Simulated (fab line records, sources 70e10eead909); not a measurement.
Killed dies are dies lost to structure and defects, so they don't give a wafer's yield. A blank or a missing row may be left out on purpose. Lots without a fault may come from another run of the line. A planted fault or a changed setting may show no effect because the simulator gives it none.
fab line records | flow nand_harc | part 2 of 2: steps 26 to 34 of 34
record lots=5 wafers=15 last_day=25
route steps=1159 shown P_M1@307 P_M2@318
lots that met no fault: from a run of the same line without faults
start_h: hours from the record's first day to the start of the lot's first wafer shown | wait_h: hours since the lot's step before | " the same as in the row above | L1.1+2: a row that stands for several wafers | - no value, or no start given | * or withheld: withheld | < > ~ a bound
route shown NAME@n: a module of which the file shows steps, and the number in the route of the first | usual: mean/standard deviation of fault-free wafers | same: alike in all rows | chamber/n: place in a boat | sites: the reading at each site | _std_site: their standard deviation | _edge_site: outer sites' mean less inner sites' | radius_mm: how far each site lies from the wafer's centre | mask NAME#n: copy n | behind: the tool/chamber that last shaped the wafer | hold: why the lot was held/for how many hours/how that ended | device: the transistor (n, p or np) that didn't switch | end of line: the same wafers' tests at the end of the route | a step without rows: its recipe alone | killed: dies lost to structure and defects at the first sort, not the wafer's yield | map: a wafer's dies, x killed, . not, _ none there
set.NAME: the setting as run; set.NAME@STEP: as run at that earlier step | model.NAME: the simulator's own value behind a step, which no gauge read
lots at some steps of the route; a table a step, a row a wafer
services: from which hour (start_h, from the record's first day; less than 0 if before it) a tool's chamber was out of use, for how many hours, and why
## steps
# step NHARC_P_M2_ETCH_15
# recipe target_depth_a=1825 time_s=91.2 c4f8_flow_sccm=withheld ar_flow_sccm=400 rf_w=600 bias_w=300 chemistry=C4F8/Ar
# usual oes_product_au=0.949/0.021 rf_vpp_V=441/3.2
# columns lot.wafer tool chamber start_h wait_h oes_product_au rf_hours_counter_h rf_vpp_V
L081.2 rie_diel-10 3 - - 0.919 6 437
L081.3 " 1 " " 0.918 5 441
L081.6 " 2 " " 0.915 - 436
L089.2 rie_diel-10 2 - - 0.945 1 437
L089.1 " 3 " " 0.953 1 437
L089.5 " 0 " " 0.950 - 445
L088.3 rie_diel-10 2 - - 0.959 1 437
L088.2 " 0 " " 0.954 1 445
L088.5 " 2 " " 0.955 - 437
L092.2 rie_diel-12 0 - - 0.970 4 444
L092.4 " 2 " " 0.977 3 440
L092.5 " 0 " " 0.965 - 443
L097.3 rie_diel-10 3 - - 0.919 2 437
L097.5 " 0 " " 0.922 - 446
L097.6 " 1 " " 0.933 - 440
# step NHARC_P_M2_CD_MEAS_16
# usual cd_nm=169.9/0.56
# columns lot.wafer tool chamber start_h wait_h cd_nm
L081.2 cd_sem-03 - 168.69 - 169.8
L081.3 " - " " 169.4
L081.6 " - " " 169.9
L089.1 cd_sem-03 - 217.83 - 170.0
L089.2 " - " " 170.2
L089.5 " - " " 170.3
L088.2 cd_sem-03 - 219.18 - 170.3
L088.3 " - " " 169.1
L088.5 " - " " 169.8
L092.2 cd_sem-02 - 234.76 - 169.2
L092.4 " - " " 170.9
L092.5 " - " " 169.8
L097.3 cd_sem-02 - 260.02 - 170.5
L097.5 " - " " 169.2
L097.6 " - " " 169.6
# step NHARC_P_M2_STRIP_18
# recipe power_w=1000 n2_flow_sccm=150 h2_flow_sccm=150 ar_flow_sccm=0 bias_w=0 chemistry=N2/H2
# usual drypump_motor_current_A=5.66/0.29 oes_product_au=1.002/0.0068 rf_vpp_V=90.9/1.1 showerhead_plenum_p_Torr=2.05/0.11 throttle_valve_pct=14.171/0.0096
# columns lot.wafer tool chamber start_h wait_h drypump_motor_current_A oes_product_au rf_hours_counter_h rf_vpp_V showerhead_plenum_p_Torr throttle_valve_pct
L081.3 rie_diel-12 3 168.76 0.1 5.49 1.004 21 91.6 1.97 14.185
L081.2 " 2 " " 5.88 0.989 27 92.7 1.97 14.169
L081.6 " 3 " " 5.44 1.003 - 90.5 1.97 14.166
L089.2 rie_diel-10 3 217.90 0.1 5.69 0.999 1 90.2 1.94 14.169
L089.1 " 2 " " 5.16 0.990 1 90.1 1.91 14.164
L089.5 " 0 " " 5.83 1.011 - 92.0 2.21 14.180
L088.3 rie_diel-10 1 219.27 0.1 5.92 0.999 1 91.8 2.06 14.166
L088.2 " 2 " " 5.16 0.988 1 89.6 1.91 14.190
L088.5 " 0 " " 5.84 0.998 - 93.6 2.21 14.157
L092.2 rie_diel-10 0 234.87 0.1 5.85 1.002 2 91.7 2.21 14.197
L092.4 " 3 " " 5.67 0.993 - 89.7 1.94 14.168
L092.5 " 0 " " 5.84 1.005 - 91.6 2.21 14.145
L097.3 rie_diel-10 3 260.12 0.1 5.70 0.995 2 91.6 1.94 14.185
L097.6 " 2 " " 5.20 0.997 - 87.5 1.91 14.164
L097.5 " 3 " " 5.71 1.005 - 89.1 1.94 14.166
# step NHARC_P_M2_ETCH_28
# recipe target_depth_a=300 over_etch_frac=0.3 time_s=72.99 ion_energy_ev=150 cf4_flow_sccm=50 n2_flow_sccm=100 ar_flow_sccm=150 rf_w=300 bias_w=100 chemistry=CF4/N2
# usual cf4_flow_sccm=49.98/0.16 drypump_motor_current_A=5.65/0.29 oes_product_au=1.000/0.0074 rf_vpp_V=314.2/2.3 showerhead_plenum_p_Torr=2.63/0.13 throttle_valve_pct=19.795/0.0088
# columns lot.wafer tool chamber start_h wait_h cf4_flow_sccm drypump_motor_current_A oes_product_au rf_hours_counter_h rf_vpp_V showerhead_plenum_p_Torr throttle_valve_pct
L081.3 rie_diel-12 2 - - 50.06 5.84 1.007 27 310.3 2.54 19.790
L081.2 " 3 " " 49.70 5.41 1.005 21 314.8 2.54 19.805
L081.6 " 2 " " 50.01 5.85 0.994 - 311.8 2.54 19.792
L089.2 rie_diel-10 0 - - 50.02 5.84 1.007 1 318.8 2.82 19.783
L089.1 " 1 " " 49.93 5.96 1.009 1 315.9 2.65 19.786
L089.5 " 1 " " 50.00 6.00 1.008 - 312.8 2.65 19.795
L088.2 rie_diel-10 3 - - 49.90 5.71 1.004 1 312.3 2.51 19.793
L088.3 " 0 " " 49.97 5.84 1.001 1 318.9 2.82 19.798
L088.5 " 1 " " 49.67 5.95 1.001 - 315.0 2.65 19.786
L092.2 rie_diel-10 0 - - 50.15 5.85 1.003 2 317.6 2.82 19.798
L092.4 " 1 " " 49.97 5.93 1.002 - 314.3 2.65 19.794
L092.5 " 0 " " 50.05 5.87 1.006 - 316.1 2.82 19.810
L097.3 rie_diel-10 1 - - 49.82 6.00 1.001 3 315.7 2.65 19.793
L097.6 " 0 " " 49.82 5.86 1.003 - 317.2 2.82 19.802
L097.5 " 1 " " 49.91 5.99 0.998 - 315.9 2.65 19.795
# step NHARC_P_M2_STRIP_19
# recipe time_s=600 temp_c=30 chemistry=post_etch_residue_remover
# columns lot.wafer tool chamber start_h wait_h
L081.3+6+2 wet_bench-10 2,3,6 169.20 -
L089.2+5+1 wet_bench-08 0,4,5 218.28 -
L088.3+2+5 wet_bench-10 4,7,1 219.62 -
L092.4+2+5 wet_bench-10 5,6,0 235.28 -
L097.3+6+5 wet_bench-10 2,3,6 260.47 -
# step NHARC_P_M2_DEGAS_29
# recipe temp_c=250 time_s=60
# usual heater_power_w=341/31
# columns lot.wafer tool chamber start_h wait_h heater_power_w
L081.2 pvd_sputter-01 - 169.50 - 292
L081.3 " - " " 322
L081.6 " - " " 390
L089.2 pvd_sputter-01 - 218.59 - 288
L089.1 " - " " 380
L089.5 " - " " 376
L088.2 pvd_sputter-03 - 219.90 - 348
L088.3 " - " " 331
L088.5 " - " " 339
L092.4 pvd_sputter-02 - 235.56 - 334
L092.2 " - " " 334
L092.5 " - " " 339
L097.3 pvd_sputter-02 - 260.74 - 349
L097.5 " - " " 398
L097.6 " - " " 343
# step NHARC_P_M2_PRE_CLEAN_30
# recipe time_s=30 temp_c=280 gas=H2/He
# usual heater_power_w=416/37
# columns lot.wafer tool chamber start_h wait_h heater_power_w
L081.2 pvd_sputter-01 - - - 383
L081.3 " - " " 492
L081.6 " - " " 406
L089.1 pvd_sputter-01 - - - 453
L089.2 " - " " 360
L089.5 " - " " 454
L088.2 pvd_sputter-03 - - - 358
L088.3 " - " " 402
L088.5 " - " " 360
L092.4 pvd_sputter-02 - - - 412
L092.2 " - " " 435
L092.5 " - " " 483
L097.3 pvd_sputter-02 - - - 420
L097.6 " - " " 410
L097.5 " - " " 412
# step NHARC_P_M2_PVD_20
# recipe target_thk_a=50 bias_v=168.6 power_w=15000 chamber_pressure_pa=0.12 time_s=8.06 substrate_temp_c=50 material=TaN
# usual throttle_valve_pct=29.5/0.75
# columns lot.wafer tool chamber start_h wait_h throttle_valve_pct
L081.2 pvd_sputter-01 - - - 29.5
L081.3 " - " " 30.7
L081.6 " - " " 29.3
L089.1 pvd_sputter-01 - - - 29.3
L089.2 " - " " 30.5
L089.5 " - " " 29.3
L088.2 pvd_sputter-03 - - - 28.9
L088.3 " - " " 29.8
L088.5 " - " " 29.6
L092.2 pvd_sputter-02 - - - 29.7
L092.4 " - " " 28.7
L092.5 " - " " 29.9
L097.3 pvd_sputter-02 - - - 29.9
L097.5 " - " " 30.0
L097.6 " - " " 29.8
# step NHARC_P_M2_PVD_21
# recipe target_thk_a=300 chamber_pressure_pa=5 power_w=5000 substrate_temp_c=30 time_s=20.49 material=Cu
# usual throttle_valve_pct=29.5/0.79
# columns lot.wafer tool chamber start_h wait_h throttle_valve_pct
L081.2 pvd_sputter-01 - - - 29.5
L081.3 " - " " 29.5
L081.6 " - " " 29.9
L089.1 pvd_sputter-01 - - - 29.5
L089.2 " - " " 30.4
L089.5 " - " " 29.3
L088.3 pvd_sputter-03 - - - 28.7
L088.2 " - " " 27.9
L088.5 " - " " 28.7
L092.4 pvd_sputter-02 - - - 28.5
L092.2 " - " " 29.7
L092.5 " - " " 28.2
L097.3 pvd_sputter-02 - - - 29.6
L097.5 " - " " 30.1
L097.6 " - " " 30.0
## services
# columns tool chamber start_h hours kind
cmp-03 - 144.78 0.5 repair
cmp-01 - 145.22 1.7 repair
rie_diel-12 3 146.58 16.9 repair
arfi_scanner-01 - 149.16 1.4 repair
cmp-03 - 158.89 4.0 pm
pecvd-04 0 163.40 2.0 repair
cmp-03 - 168.37 3.5 repair
rie_diel-10 - 176.50 9.0 pm
cmp-01 - 179.65 4.0 pm
ecd_cu-02 - 180.00 8.0 pm
pecvd-01 2 188.40 30.7 repair
pecvd-04 - 195.11 13.0 pm
arfi_scanner-01 - 196.00 4.0 pm
rie_diel-12 1 198.75 4.1 repair
pvd_sputter-01 - 198.96 10.0 pm
rie_diel-10 3 201.61 4.3 repair
rie_diel-12 - 202.40 9.0 pm
pvd_sputter-02 - 214.00 10.0 pm
wet_bench-08 - 230.40 8.0 pm
rie_diel-10 2 231.02 4.6 repair
pecvd-01 - 237.31 13.0 pm
pvd_sputter-02 - 245.56 2.8 repair
wet_bench-10 - 247.20 8.0 pm
cmp-01 - 253.05 2.2 repair
